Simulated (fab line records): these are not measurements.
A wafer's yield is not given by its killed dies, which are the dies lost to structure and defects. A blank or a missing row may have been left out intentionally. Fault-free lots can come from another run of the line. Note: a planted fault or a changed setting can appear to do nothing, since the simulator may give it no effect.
fab line records -- flow n5-finfet
record lots=6, wafers=16, last-day=18
route steps=1938 shown BEOL_M4@1028
lots that met no fault: taken from a fault-free run of the same line
start-h: hours from the record's opening day to when the first of the lot's shown wafers began -- wait-h: time in hours since the lot's previous step -- " unchanged from the row above -- L1.1+2: a row that stands for several wafers -- - either no value or no given start -- * or withheld: withheld -- < > ~ a bound
route shown NAME@n: NAME is a module with steps in the file, n the number in the route of the first one -- usual: mean/standard deviation of fault-free wafers -- same: alike in all rows -- chamber/n: place in a boat -- sites: per-site readings -- _std_site: standard deviation across them -- _edge_site: inner sites' mean taken away from outer sites' mean -- radius-mm: how far each site lies from the wafer's centre -- mask NAME#n: copy n -- behind: tool/chamber where the wafer was last shaped -- hold: why the lot went on hold/how many hours it stayed there/how the hold came to an end -- device: names the non-switching transistor (n, p or np) -- end of line: tests of these same wafers at the route's end -- for a step that has no rows: nothing shown but its recipe -- killed: dies lost to structure and defects at the first sort, not the wafer's yield -- map: a wafer's dies, x killed, . not, _ none there
set.NAME: setting as actually run; set.NAME@STEP: the setting as run at that earlier step -- model.NAME: the simulator's own value behind a step, which no gauge read
lots at some steps of the route; a table a step, a row a wafer
services: a tool's chamber out of use, with start hour (start-h, from the record's first day; less than 0 if before it), hours out, and reason
## steps
# step N5_BEOL_M4_COAT_05
# recipe resist=CAR-EUV, spin-rpm=1500, resist-thk-nm=30
# step N5_BEOL_M4_EBR_07
# recipe solvent=PGMEA, ebr-width-mm=1.5
# step N5_BEOL_M4_SOFTBAKE_06
# recipe temp-c=110, time-s=60, resist=CAR-EUV
# step N5_BEOL_M4_EXPOSE_08
# recipe mask-id=M4, na=0.33, source-shape=dipole, sigma-inner=0.369, sigma-outer=0.767, polarization=unpolarized, dose-mj=41.25
# step N5_BEOL_M4_PEB_09
# recipe peb-temp-c=100, peb-time-s=60, resist=CAR-EUV
# step N5_BEOL_M4_DEVELOP_10
# recipe develop-time-s=30, developer=TMAH, resist=CAR-EUV, rinse-liquid=surfactant-rinse, dry=air-spin, dev-temp-c=23
# step N5_BEOL_M4_CD_MEAS_11
# recipe target-cd-nm=16.79, landing-energy-ev=500, detector=se-inlens, polarity=opening
# usual cd-nm=16.87/0.25
lot.wafer,tool,chamber,start-h,wait-h,cd-nm
L659.1,cd-sem-01,0,198.38,-,16.74
L659.3,cd-sem-01,0,198.38,-,16.81
L659.5,cd-sem-01,0,198.38,-,17.20
L660.2,cd-sem-03,0,201.47,-,16.97
L660.3,cd-sem-03,0,201.47,-,16.69
L660.5,cd-sem-03,0,201.47,-,16.80
L674.1,cd-sem-01,0,295.88,-,16.77
L674.4,cd-sem-01,0,295.88,-,16.51
L676.1,cd-sem-01,0,296.08,-,17.10
L676.2,cd-sem-01,0,296.08,-,16.64
L677.2,cd-sem-01,0,310.96,-,16.39
L677.5,cd-sem-01,0,310.96,-,16.82
L677.6,cd-sem-01,0,310.96,-,16.79
L678.2,cd-sem-01,0,312.30,-,17.23
L678.5,cd-sem-01,0,312.30,-,17.08
L678.6,cd-sem-01,0,312.30,-,17.18
# step N5_BEOL_M4_OVL_MEAS_12
# recipe points-per-wafer=522
# usual M4_OVL=-0.2/0.66
lot.wafer,tool,chamber,start-h,wait-h,M4_OVL[nm]
L659.1,overlay-01,0,198.41,0.0,0.2
L659.3,overlay-01,0,198.41,0.0,-0.2
L659.5,overlay-01,0,198.41,0.0,-0.3
L660.2,overlay-02,0,201.50,0.0,-0.3
L660.3,overlay-02,0,201.50,0.0,-0.5
L660.5,overlay-02,0,201.50,0.0,-0.2
L674.1,overlay-01,0,295.92,0.0,-0.3
L674.4,overlay-01,0,295.92,0.0,1.0
L676.1,overlay-01,0,296.11,0.0,-0.7
L676.2,overlay-01,0,296.11,0.0,-1.0
L677.2,overlay-02,0,311.00,0.0,-0.6
L677.5,overlay-02,0,311.00,0.0,-0.8
L677.6,overlay-02,0,311.00,0.0,-1.3
L678.2,overlay-01,0,312.33,0.0,-0.3
L678.5,overlay-01,0,312.33,0.0,0.1
L678.6,overlay-01,0,312.33,0.0,0.1
# step N5_BEOL_M4_INSPECT_13
# recipe mode=adi, inspect-instrument=brightfield
# usual raw-defect-count=428/110
lot.wafer,tool,chamber,start-h,wait-h,raw-defect-count
L659.1,defect-inspect-02,-,198.47,0.1,414
L659.3,defect-inspect-02,-,198.47,0.1,725
L659.5,defect-inspect-02,-,198.47,0.1,568
L660.2,defect-inspect-02,-,201.56,0.0,436
L660.3,defect-inspect-02,-,201.56,0.0,341
L660.5,defect-inspect-02,-,201.56,0.0,418
L674.1,defect-inspect-02,-,295.97,0.1,441
L674.4,defect-inspect-02,-,295.97,0.1,370
L676.1,defect-inspect-02,-,296.17,0.1,460
L676.2,defect-inspect-02,-,296.17,0.1,624
L677.2,defect-inspect-02,-,311.05,0.0,368
L677.5,defect-inspect-02,-,311.05,0.0,416
L677.6,defect-inspect-02,-,311.05,0.0,333
L678.2,defect-inspect-01,-,312.40,0.1,554
L678.5,defect-inspect-01,-,312.40,0.1,536
L678.6,defect-inspect-01,-,312.40,0.1,590
# step N5_BEOL_M4_DESCUM_16
# recipe chemistry=O2, time-s=7, source-power-w=50, bias-power-w=20, pressure-mtorr=20, rf-frequency-hz=2.712e+07, temp-c=40, resist=CAR-EUV, o2-flow-sccm=225
# usual drypump-motor-current-A=5.8/0.4, o2-flow-sccm=224.9/0.64, oes-product-au=0.83/0.084, rf-vpp-V=243.5/1.7, showerhead-plenum-p-Torr=2.12/0.095, temp-c=40.01/0.11, throttle-valve-pct=20.40/0.25
# same time-s=7
lot.wafer,tool,chamber,start-h,wait-h,drypump-motor-current-A,o2-flow-sccm,oes-product-au,rf-hours-counter-h,rf-vpp-V,showerhead-plenum-p-Torr,temp-c,throttle-valve-pct
L659.1,rie-diel-03,1,198.51,0.0,5.5,224.1,0.86,59,245.4,2.20,39.93,20.42
L659.3,rie-diel-03,2,198.51,0.0,5.7,225.4,0.69,239,240.5,2.00,39.88,20.83
L659.5,rie-diel-03,0,198.51,0.0,5.7,224.3,0.95,-,247.0,2.22,40.02,20.00
L660.2,rie-diel-01,3,201.59,0.0,6.5,224.5,0.88,39,246.3,2.23,40.01,20.71
L660.3,rie-diel-01,1,201.59,0.0,5.8,225.9,0.87,66,241.0,2.06,40.16,20.41
L660.5,rie-diel-01,1,201.59,0.0,5.9,225.3,0.87,-,242.8,2.06,40.08,20.42
L674.1,rie-diel-03,3,296.06,0.1,6.4,225.4,0.68,228,241.6,2.08,40.06,20.42
L674.4,rie-diel-03,0,296.06,0.1,5.7,225.3,0.88,39,245.1,2.21,40.02,20.04
L676.1,rie-diel-03,3,296.29,0.1,6.4,224.8,0.68,229,242.6,2.08,39.93,20.42
L676.2,rie-diel-03,1,296.29,0.1,5.4,225.2,0.82,93,244.9,2.19,39.95,20.49
L677.2,rie-diel-01,3,311.09,0.0,6.5,224.5,0.81,79,244.4,2.22,40.04,20.76
L677.5,rie-diel-01,1,311.09,0.0,5.8,225.5,0.83,-,242.6,2.04,40.13,20.49
L677.6,rie-diel-01,0,311.09,0.0,5.6,225.2,0.81,-,241.3,2.02,40.12,20.33
L678.2,rie-diel-05,0,312.81,0.4,5.5,225.0,0.75,159,240.7,1.93,39.98,20.87
L678.5,rie-diel-05,2,312.81,0.4,5.7,226.3,0.79,-,242.3,2.21,39.96,20.49
L678.6,rie-diel-05,3,312.81,0.4,5.5,225.4,0.89,-,243.8,2.13,40.12,20.44
# step N5_BEOL_M4_ETCH_74
# recipe chemistry=N2/H2, target=underlayer, target-depth-a=65, mask-material=CAR-EUV, time-s=5.2, ion-energy-ev=200, pressure-mtorr=30, source-w=840, bias-w=150, n2-flow-sccm=200, h2-flow-sccm=200, ends=cleared
# usual bias-w=150.0/0.49, drypump-motor-current-A=5.8/0.39, etch-rf-on-time-s=5.13/0.15, oes-product-au=0.71/0.073, rf-vpp-V=525/3.6, showerhead-plenum-p-Torr=2.57/0.12, throttle-valve-pct=17.81/0.25
lot.wafer,tool,chamber,start-h,wait-h,bias-w,drypump-motor-current-A,etch-rf-on-time-s,oes-product-au,rf-hours-counter-h,rf-vpp-V,showerhead-plenum-p-Torr,throttle-valve-pct
L659.1,rie-diel-03,1,198.54,0.0,150.9,5.5,4.95,0.75,59,528,2.71,18.03
L659.3,rie-diel-03,2,198.54,0.0,150.2,5.7,5.32,0.57,239,519,2.42,18.17
L659.5,rie-diel-03,0,198.54,0.0,150.1,5.6,5.09,0.81,-,529,2.71,17.55
L660.2,rie-diel-01,3,201.62,0.0,150.3,6.4,4.96,0.76,39,524,2.69,17.91
L660.3,rie-diel-01,1,201.62,0.0,150.3,5.8,5.01,0.74,66,520,2.49,17.88
L660.5,rie-diel-01,1,201.62,0.0,150.4,5.8,5.01,0.75,-,523,2.49,17.88
L674.1,rie-diel-03,3,296.09,0.0,149.8,6.4,5.08,0.59,228,524,2.49,17.60
L674.4,rie-diel-03,0,296.09,0.0,148.9,5.6,5.07,0.76,39,529,2.70,17.59
L676.1,rie-diel-03,3,296.32,0.0,150.0,6.5,5.01,0.60,229,522,2.49,17.59
L676.2,rie-diel-03,1,296.32,0.0,149.7,5.5,5.00,0.71,93,529,2.70,18.09
L677.2,rie-diel-01,3,311.12,0.0,150.1,6.4,4.96,0.72,79,529,2.67,17.96
L677.5,rie-diel-01,1,311.12,0.0,150.8,5.8,5.06,0.72,-,520,2.48,17.94
L677.6,rie-diel-01,0,311.12,0.0,150.1,5.6,5.37,0.68,-,523,2.48,17.87
L678.2,rie-diel-05,0,312.84,0.0,149.8,5.6,5.33,0.64,159,519,2.35,18.36
L678.5,rie-diel-05,2,312.84,0.0,150.4,5.7,5.44,0.66,-,528,2.65,17.73
L678.6,rie-diel-05,3,312.84,0.0,149.4,5.5,5.06,0.77,-,525,2.61,17.78
# step N5_BEOL_M4_ETCH_63
# recipe chemistry=CF4, target=SiARC, target-depth-a=156, mask-material=CAR-EUV, time-s=26, ion-energy-ev=80, pressure-mtorr=40, source-w=545, bias-w=36, Ar_flow_sccm=100, cf4-flow-sccm=100, ends=cleared
# usual bias-w=36.01/0.1, drypump-motor-current-A=5.8/0.4, etch-rf-on-time-s=25.8/0.67, oes-product-au=0.71/0.072, rf-vpp-V=184.3/1.4, showerhead-plenum-p-Torr=2.16/0.098, throttle-valve-pct=15.54/0.2
lot.wafer,tool,chamber,start-h,wait-h,bias-w,drypump-motor-current-A,etch-rf-on-time-s,oes-product-au,rf-hours-counter-h,rf-vpp-V,showerhead-plenum-p-Torr,throttle-valve-pct
L659.1,rie-diel-03,1,198.56,0.0,36.17,5.4,24.9,0.75,59,185.5,2.25,15.52
L659.3,rie-diel-03,2,198.56,0.0,35.95,5.6,26.8,0.57,239,181.9,2.02,15.89
L659.5,rie-diel-03,0,198.56,0.0,36.12,5.7,25.2,0.82,-,186.6,2.28,15.22
L660.2,rie-diel-01,3,201.64,0.0,36.22,6.5,25.2,0.75,39,186.5,2.29,15.81
L660.3,rie-diel-01,1,201.64,0.0,36.05,5.8,25.1,0.75,66,183.6,2.10,15.43
L660.5,rie-diel-01,1,201.64,0.0,36.05,5.8,25.3,0.75,-,183.5,2.10,15.43
L674.1,rie-diel-03,3,296.11,0.0,36.02,6.4,25.5,0.59,228,182.9,2.11,15.55
L674.4,rie-diel-03,0,296.11,0.0,35.86,5.6,25.4,0.75,39,185.7,2.27,15.30
L676.1,rie-diel-03,3,296.34,0.0,36.00,6.4,26.0,0.59,229,185.8,2.11,15.55
L676.2,rie-diel-03,1,296.34,0.0,35.89,5.5,25.5,0.71,93,184.7,2.24,15.57
L677.2,rie-diel-01,3,311.14,0.0,36.16,6.4,25.4,0.70,79,184.4,2.27,15.91
L677.5,rie-diel-01,1,311.14,0.0,36.05,5.8,25.3,0.71,-,183.8,2.08,15.50
L677.6,rie-diel-01,0,311.14,0.0,36.00,5.6,26.8,0.70,-,183.3,2.08,15.58
L678.2,rie-diel-05,0,312.86,0.0,36.03,5.5,26.4,0.63,159,182.0,1.96,15.92
L678.5,rie-diel-05,2,312.86,0.0,35.87,5.7,27.0,0.67,-,186.4,2.24,15.55
L678.6,rie-diel-05,3,312.86,0.0,35.97,5.5,25.4,0.76,-,182.9,2.19,15.60
# step N5_BEOL_M4_ETCH_64
# recipe chemistry=N2/H2, target=SOC, target-depth-a=750, overetch-a=225, mask-material=SiARC, temp-c=40, time-s=121.9, ion-energy-ev=200, pressure-mtorr=30, source-w=840, bias-w=150, n2-flow-sccm=200, h2-flow-sccm=200
# usual bias-w=150.0/0.37, drypump-motor-current-A=5.8/0.39, oes-product-au=0.63/0.061, rf-vpp-V=525/3.2, showerhead-plenum-p-Torr=2.57/0.12, temp-c=40.01/0.11, throttle-valve-pct=17.76/0.25
# same time-s=121.9
lot.wafer,tool,chamber,start-h,wait-h,bias-w,drypump-motor-current-A,oes-product-au,rf-hours-counter-h,rf-vpp-V,showerhead-plenum-p-Torr,temp-c,throttle-valve-pct,model.SiARC_of_BEOL_M4_COAT_62.thk-nm
L659.1,rie-diel-03,1,198.59,0.0,149.9,5.5,0.65,59,528,2.71,39.93,17.98,5.8
L659.3,rie-diel-03,2,198.59,0.0,150.1,5.7,0.52,239,520,2.42,40.03,18.15,6.4
L659.5,rie-diel-03,0,198.59,0.0,150.0,5.7,0.71,-,528,2.71,40.00,17.49,6
L660.2,rie-diel-01,3,201.67,0.0,150.2,6.4,0.65,39,528,2.69,39.87,17.86,6
L660.3,rie-diel-01,1,201.67,0.0,149.4,5.8,0.66,66,524,2.49,39.97,17.83,6.2
L660.5,rie-diel-01,1,201.67,0.0,150.1,5.8,0.65,-,521,2.49,40.08,17.84,6
L674.1,rie-diel-03,3,296.14,0.0,150.2,6.4,0.52,228,522,2.49,40.08,17.56,6
L674.4,rie-diel-03,0,296.14,0.0,150.1,5.6,0.66,39,528,2.70,40.15,17.55,7.4
L676.1,rie-diel-03,3,296.37,0.0,150.0,6.4,0.52,229,523,2.49,40.21,17.56,6
L676.2,rie-diel-03,1,296.37,0.0,150.4,5.5,0.62,93,527,2.70,39.96,18.04,7.2
L677.2,rie-diel-01,3,311.17,0.0,150.5,6.5,0.62,79,528,2.67,40.21,17.91,6
L677.5,rie-diel-01,1,311.17,0.0,150.9,5.8,0.62,-,521,2.48,40.22,17.91,6.2
L677.6,rie-diel-01,0,311.17,0.0,150.0,5.6,0.63,-,522,2.48,39.91,17.83,6.4
L678.2,rie-diel-05,0,312.89,0.0,149.6,5.5,0.57,159,519,2.35,39.98,18.29,6.6
L678.5,rie-diel-05,2,312.89,0.0,150.0,5.7,0.60,-,528,2.65,40.03,17.67,6.4
L678.6,rie-diel-05,3,312.89,0.0,150.0,5.5,0.67,-,525,2.61,40.36,17.79,6
# step N5_BEOL_M4_STRIP_65
# recipe chemistry=N2/H2, temp-c=40, n2-flow-sccm=200, h2-flow-sccm=200, rf-frequency-hz=6e+07
# step N5_BEOL_M4_RC_MEAS_101
# usual DIBL_N=36.1/1.6, DIBL_P=35.8/2, IOFF_N=0.157/0.029, IOFF_P=0.21/0.034, ION_N=677/13, ION_P=465/8.1, SS_N=71.3/0.61, SS_P=73.2/0.65, VT_N=249/3.3, VT_P=-250/3.2
lot.wafer,tool,chamber,start-h,wait-h,DIBL_N[mV/V],DIBL_P[mV/V],IOFF_N[nA/um],IOFF_P[nA/um],ION_N[uA/um],ION_P[uA/um],SS_N[mV/dec],SS_P[mV/dec],VT_N[mV],VT_P[mV]
L659.1,prober-01,0,217.33,0.0,36.8,36.3,0.162,0.23,670,466,70.9,73.7,249,-249
L659.3,prober-01,0,217.33,0.0,37.3,36.5,0.177,0.23,694,476,71.5,73.1,247,-248
L659.5,prober-01,0,217.33,0.0,35.5,34.7,0.147,0.21,665,469,70.6,73.8,250,-249
L660.2,prober-01,0,229.32,0.2,36.0,33.5,0.140,0.20,668,458,71.5,72.9,249,-248
L660.3,prober-01,0,229.32,0.2,36.3,34.1,0.150,0.21,666,464,71.3,73.0,247,-247
L660.5,prober-01,0,229.32,0.2,35.9,33.8,0.151,0.20,681,467,70.9,72.8,249,-248
L674.1,prober-01,0,313.01,0.0,34.8,34.9,0.145,0.20,679,469,71.6,73.3,250,-250
L674.4,prober-01,0,313.01,0.0,34.0,33.3,0.131,0.18,668,464,71.1,72.8,251,-253
L676.1,prober-02,0,315.44,0.0,36.5,36.4,0.175,0.22,683,461,71.8,73.7,249,-249
L676.2,prober-02,0,315.44,0.0,35.7,35.6,0.160,0.22,687,472,71.0,73.5,249,-249
L677.2,prober-02,0,321.78,0.2,37.1,38.1,0.165,0.22,677,460,71.3,73.2,246,-252
L677.5,prober-02,0,321.78,0.2,36.9,37.7,0.171,0.22,682,466,71.8,73.3,247,-251
L677.6,prober-02,0,321.78,0.2,35.2,36.5,0.134,0.20,662,459,71.7,73.8,252,-251
L678.2,prober-02,0,325.20,0.2,37.3,37.2,0.184,0.22,698,470,71.4,73.0,246,-250
L678.5,prober-02,0,325.20,0.2,38.0,39.4,0.208,0.25,702,473,72.0,73.4,241,-247
L678.6,prober-02,0,325.20,0.2,35.3,35.0,0.158,0.19,687,474,70.7,73.2,249,-251
## services
tool,chamber,start-h,hours,kind
rie-diel-05,0,191.10,10.4,repair
rie-diel-01,2,193.46,18.9,repair
rie-diel-03,2,206.92,7.6,repair
rie-diel-05,3,208.59,-,clean
rie-diel-05,3,208.59,-,consumable-replace:focus-ring
rie-diel-05,3,208.59,21.5,scheduled-down
rie-diel-05,3,208.59,21.5,vent-cycle
rie-diel-03,2,243.45,-,clean
rie-diel-03,2,243.45,-,consumable-replace:focus-ring
rie-diel-03,2,243.45,-,consumable-replace:showerhead
rie-diel-03,2,243.45,24.1,scheduled-down
rie-diel-03,2,243.45,24.1,vent-cycle
rie-diel-03,-,255.51,15.6,pm
rie-diel-05,-,266.94,15.6,pm
rie-diel-01,-,288.94,2.8,pm
rie-diel-05,0,293.56,3.4,repair
## key
first-sign none at tools or gauges
model-effect step=N5_BEOL_M4_ETCH_64, value=SiARC_of_BEOL_M4_COAT_62.thk-nm, without=6.1, struck=7.3
met-at N5_BEOL_M4_ETCH_64
struck-wafers L674.4,L676.2
onset-between 198.59 296.14
fault kind=process-parameter-drift, tool=rie-diel-03, chamber=-, onset-h=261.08, steps=N5_BEOL_M4_ETCH_64, channel=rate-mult, offset=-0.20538, shape=step, end-h=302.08, scope=struck-wafers-only
